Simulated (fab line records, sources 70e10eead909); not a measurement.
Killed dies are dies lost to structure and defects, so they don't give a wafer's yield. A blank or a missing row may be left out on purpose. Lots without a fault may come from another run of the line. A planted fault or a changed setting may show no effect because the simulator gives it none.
Which tool did it? | flow nand_harc | 13 lots, 39 wafers sampled, at 6 steps of a route of 1159

WHAT THE GAUGES READ, wafer by wafer
NHARC_A_WL_FILL_INSPECT_15. Usual: raw_defect_count 391, standard deviation 110.
lot  | measured     | on                | raw_defect_count | flag
L290 | day 16 05:48 | defect_inspect-02 | 313 261 312      |
L289 | day 16 06:24 | defect_inspect-01 | 288 238 256      |
L292 | day 16 18:31 | defect_inspect-01 | 502 388 346      |
L291 | day 16 18:26 | defect_inspect-01 | 330 416 411      |
L298 | day 18 09:40 | defect_inspect-02 | 294 275 344      |
L299 | day 18 13:43 | defect_inspect-02 | 248 355 270      |
L303 | day 19 02:16 | defect_inspect-02 | 823 623 613      |
L306 | day 20 21:26 | defect_inspect-01 | 449 250 601      |
L309 | day 21 06:31 | defect_inspect-01 | 442 350 292      |
L308 | day 21 02:13 | defect_inspect-02 | 380 249 354      |
L311 | day 21 11:20 | defect_inspect-01 | 499 435 380      |
L310 | day 21 17:59 | defect_inspect-01 | 293 338 413      |
L312 | day 22 02:35 | defect_inspect-01 | 378 367 428      |

NHARC_A_CONTACT_INSPECT_44. Usual: raw_defect_count 28, standard deviation 16.
lot  | measured     | on                | raw_defect_count | flag
L290 | day 16 10:44 | defect_inspect-02 | 16 17 7          |
L289 | day 16 11:02 | defect_inspect-01 | 22 21 23         |
L292 | day 16 23:39 | defect_inspect-02 | 30 19 27         |
L291 | day 16 22:18 | defect_inspect-02 | 6 7 6            |
L298 | day 18 14:35 | defect_inspect-01 | 974 1053 1050    | OFF
L299 | day 18 17:20 | defect_inspect-02 | 999 1009 1061    | OFF
L303 | day 19 07:12 | defect_inspect-02 | 29 38 41         |
L306 | day 21 03:29 | defect_inspect-02 | 21 26 26         |
L309 | day 21 13:23 | defect_inspect-02 | 27 33 40         |
L308 | day 21 10:38 | defect_inspect-02 | 8 8 12           |
L311 | day 21 16:37 | defect_inspect-01 | 10 21 11         |
L310 | day 21 22:00 | defect_inspect-01 | 41 28 32         |
L312 | day 22 08:04 | defect_inspect-02 | 62 46 52         |

NHARC_END_SORT_01. Usual: killed_at_array 28, standard deviation 11; killed_at_other 0.8, standard deviation 1.1; killed_at_periphery 3.3, standard deviation 2.8; killed_dies 32, standard deviation 11; killed_open 3.3, standard deviation 1.9; killed_short 1.9, standard deviation 1.4.
lot  | measured     | on        | killed_at_array | killed_at_other | killed_at_periphery | killed_dies | killed_open | killed_short | flag
L298 | day 21 22:28 | prober-01 | 121 133 138     | 0 0 1           | 5 0 1               | 126 133 140 | 7 4 3       | 0 0 0        | OFF
L299 | day 21 17:04 | prober-02 | 126 112 129     | 0 1 0           | 0 0 0               | 126 113 129 | 2 1 7       | 2 1 1        | OFF
L306 | day 24 12:13 | prober-01 | 29              | 1               | 2                   | 32          | 5           | 1            |

WHICH TOOL RAN EACH LOT (tool, then ch and the chambers of the sampled wafers, then the start)
lot  | NHARC_A_WL_FILL_ETCHBACK_26      | NHARC_A_CONTACT_DEP_28        | NHARC_A_CONTACT_ETCH_111
L290 | rie_si-03 ch 0,2,3, day 15 20:11 | acl_dep-03 ch 0, day 16 07:46 | har_cap_etch-02 ch 1, day 16 12:07
L289 | rie_si-04 ch 1,3, day 15 22:52   | acl_dep-02 ch 0, day 16 07:59 | har_cap_etch-03 ch 0,1, day 16 12:43
L292 | rie_si-06 ch 0,1,2, day 16 12:28 | acl_dep-01 ch 0, day 16 21:30 | har_cap_etch-03 ch 0,1, day 17 01:04
L291 | rie_si-04 ch 0,2,3, day 16 12:28 | acl_dep-03 ch 0, day 16 19:50 | har_cap_etch-02 ch 0,1, day 16 23:45
L298 | rie_si-04 ch 0,1,3, day 18 03:26 | acl_dep-03 ch 0, day 18 11:32 | har_cap_etch-03 ch 0,1, day 18 16:11
L299 | rie_si-06 ch 0,2,3, day 18 05:43 | acl_dep-03 ch 0, day 18 15:29 | har_cap_etch-02 ch 0,1, day 18 18:59
L303 | rie_si-06 ch 0,1, day 18 19:34   | acl_dep-02 ch 0, day 19 04:06 | har_cap_etch-03 ch 0,1, day 19 08:33
L306 | rie_si-04 ch 0,1,2, day 20 13:22 | acl_dep-03 ch 0, day 21 01:27 | har_cap_etch-01 ch 0,1, day 21 04:52
L309 | rie_si-06 ch 0,2,3, day 20 16:11 | acl_dep-03 ch 0, day 21 10:43 | har_cap_etch-01 ch 0,1, day 21 15:02
L308 | rie_si-03 ch 0,2, day 20 16:11   | acl_dep-02 ch 0, day 21 07:56 | har_cap_etch-01 ch 0,1, day 21 12:00
L311 | rie_si-03 ch 1,2,3, day 20 19:22 | acl_dep-01 ch 0, day 21 13:31 | har_cap_etch-01 ch 0,1, day 21 18:03
L310 | rie_si-06 ch 1,2, day 20 19:22   | acl_dep-01 ch 0, day 21 19:39 | har_cap_etch-02 ch 0,1, day 21 23:25
L312 | rie_si-04 ch 1,3, day 21 00:53   | acl_dep-03 ch 0, day 22 05:43 | har_cap_etch-02 ch 0,1, day 22 09:38
- NHARC_A_WL_FILL_ETCHBACK_26: etches the open film in HBr, target depth 52 nm, time 13.3 s.
- NHARC_A_CONTACT_DEP_28: deposits aC, target thk 3600 nm.
- NHARC_A_CONTACT_ETCH_111: etches the open film in C4F8/O2/Ar, time 140 s, target depth 700 nm.

WHAT THE TOOLS THEMSELVES READ (means of the sampled wafers that have a number; where no wafer has one, the mark that the record gives instead)
NHARC_A_WL_FILL_ETCHBACK_26. Usual: drypump_motor_current_A 5.8 A, standard deviation 0.42; oes_product_au 1.000 a.u., standard deviation 0.013; throttle_valve_pct 23.266 %, standard deviation 0.0097.
lot  | tool      | drypump_motor_current_A (A) | oes_product_au (a.u.) | throttle_valve_pct (%) | flag
L290 | rie_si-03 | 6.0                         | 1.002                 | 23.268                 |
L289 | rie_si-04 | 5.7                         | 1.001                 | 23.266                 |
L292 | rie_si-06 | 5.9                         | 1.009                 | 23.270                 |
L291 | rie_si-04 | 5.6                         | 0.994                 | 23.273                 |
L298 | rie_si-04 | 5.6                         | 0.986                 | 23.259                 |
L299 | rie_si-06 | 6.1                         | 0.997                 | 23.263                 |
L303 | rie_si-06 | 5.6                         | 1.014                 | 23.260                 |
L306 | rie_si-04 | 5.4                         | 0.984                 | 23.268                 |
L309 | rie_si-06 | 6.1                         | 1.003                 | 23.271                 |
L308 | rie_si-03 | 6.2                         | 1.009                 | 23.272                 |
L311 | rie_si-03 | 5.8                         | 1.001                 | 23.255                 |
L310 | rie_si-06 | 6.3                         | 1.005                 | 23.267                 |
L312 | rie_si-04 | 5.7                         | 0.988                 | 23.257                 |

NHARC_A_CONTACT_DEP_28. Usual: throttle_valve_pct 35.001 %, standard deviation 0.0087.
lot  | tool       | throttle_valve_pct (%) | flag
L290 | acl_dep-03 | 35.009                 |
L289 | acl_dep-02 | 35.006                 |
L292 | acl_dep-01 | 35.006                 |
L291 | acl_dep-03 | 35.004                 |
L298 | acl_dep-03 | 35.003                 |
L299 | acl_dep-03 | 35.001                 |
L303 | acl_dep-02 | 34.993                 |
L306 | acl_dep-03 | 35.002                 |
L309 | acl_dep-03 | 35.008                 |
L308 | acl_dep-02 | 34.995                 |
L311 | acl_dep-01 | 34.999                 |
L310 | acl_dep-01 | 34.996                 |
L312 | acl_dep-03 | 34.995                 |

NHARC_A_CONTACT_ETCH_111. Usual: oes_air_line_au 1.001 a.u., standard deviation 0.02.
lot  | tool            | oes_air_line_au (a.u.) | flag
L290 | har_cap_etch-02 | 1.005                  |
L289 | har_cap_etch-03 | 0.997                  |
L292 | har_cap_etch-03 | 1.003                  |
L291 | har_cap_etch-02 | 0.995                  |
L298 | har_cap_etch-03 | 0.983                  |
L299 | har_cap_etch-02 | 0.999                  |
L303 | har_cap_etch-03 | 0.991                  |
L306 | har_cap_etch-01 | 0.987                  |
L309 | har_cap_etch-01 | 1.023                  |
L308 | har_cap_etch-01 | 0.996                  |
L311 | har_cap_etch-01 | 1.015                  |
L310 | har_cap_etch-02 | 1.012                  |
L312 | har_cap_etch-02 | 0.992                  |

THE ANSWER, worked out from the rows above alone
Rule: a lot is off if the mean of its wafers that have a number lies more than 3 standard deviations from the usual mean. A lot without any number at a reading at which 4 lots or more have one is off too. The other lots that the step has rows for count as sound. The gauges are gone through in route order, then the tools' own readings, and for those a lot's mean is taken as printed above. The first step at which some lot is off is used, and at that step the reading that is off furthest; a lot without a number counts as furthest.
Off: L298, L299, at NHARC_A_CONTACT_INSPECT_44 (raw_defect_count).
A tool fits if, at a process step before that reading, it ran every lot that is off, and no sound lot after the first of them. The gauges at NHARC_A_CONTACT_INSPECT_44 aren't tried: what is off there is off at NHARC_END_SORT_01 too, on other tools, and a gauge's error can't cause that. None of those tried fits.

WHAT THE SIMULATOR HAD PUT IN
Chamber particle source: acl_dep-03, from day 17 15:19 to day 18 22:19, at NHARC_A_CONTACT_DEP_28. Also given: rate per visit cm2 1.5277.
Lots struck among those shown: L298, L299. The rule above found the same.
